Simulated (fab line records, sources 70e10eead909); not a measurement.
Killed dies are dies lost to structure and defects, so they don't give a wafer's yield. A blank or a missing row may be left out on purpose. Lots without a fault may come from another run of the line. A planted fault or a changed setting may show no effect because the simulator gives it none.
Chamber matching | flow nand_harc | NHARC_A_BLC_STRIP_21 on rie_diel-02: 4 sister chambers
The step strips in O2. 4 wafers are shown with their chamber, then 7 later ones without.

WAFERS WITH THEIR CHAMBER
wafer  | chamber | showerhead_plenum_p_Torr (Torr)
L757.2 | 2       | 3.44
L763.5 | 3       | 3.58
L766.2 | 0       | 3.75
L766.3 | 1       | 3.75

WAFERS WITHOUT THEIR CHAMBER
wafer  | showerhead_plenum_p_Torr (Torr)
L766.4 | 3.58
L771.3 | 3.75
L771.4 | 3.75
L771.6 | 3.58
L769.1 | 3.44
L769.2 | 3.58
L769.3 | 3.74

WHICH CHAMBER EACH WENT THROUGH
wafer  | from the rows above     | in truth
L766.4 | 3                       | 3
L771.3 | can't be placed: 0 or 1 | 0
L771.4 | can't be placed: 0 or 1 | 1
L771.6 | 3                       | 3
L769.1 | 2                       | 2
L769.2 | 3                       | 3
L769.3 | can't be placed: 0 or 1 | 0
Placed correctly: 4 of 7. Can't be placed from these rows: 3 (the true chamber is among the candidates in 3). Placed wrongly: 0.
How it was worked out, from the rows above alone: a wafer's distance from a chamber is the root of the sum, over the readings, of the square of ((its reading less the chamber's mean) divided by the reading's scatter). The wafer belongs to the nearest chamber; if the next one is less than 2 further off, it can't be placed. A chamber's mean is the mean of its shown wafers. The scatter: with one shown wafer a chamber, the root of the mean of the squares of how far each hidden wafer lies from its nearest shown one.
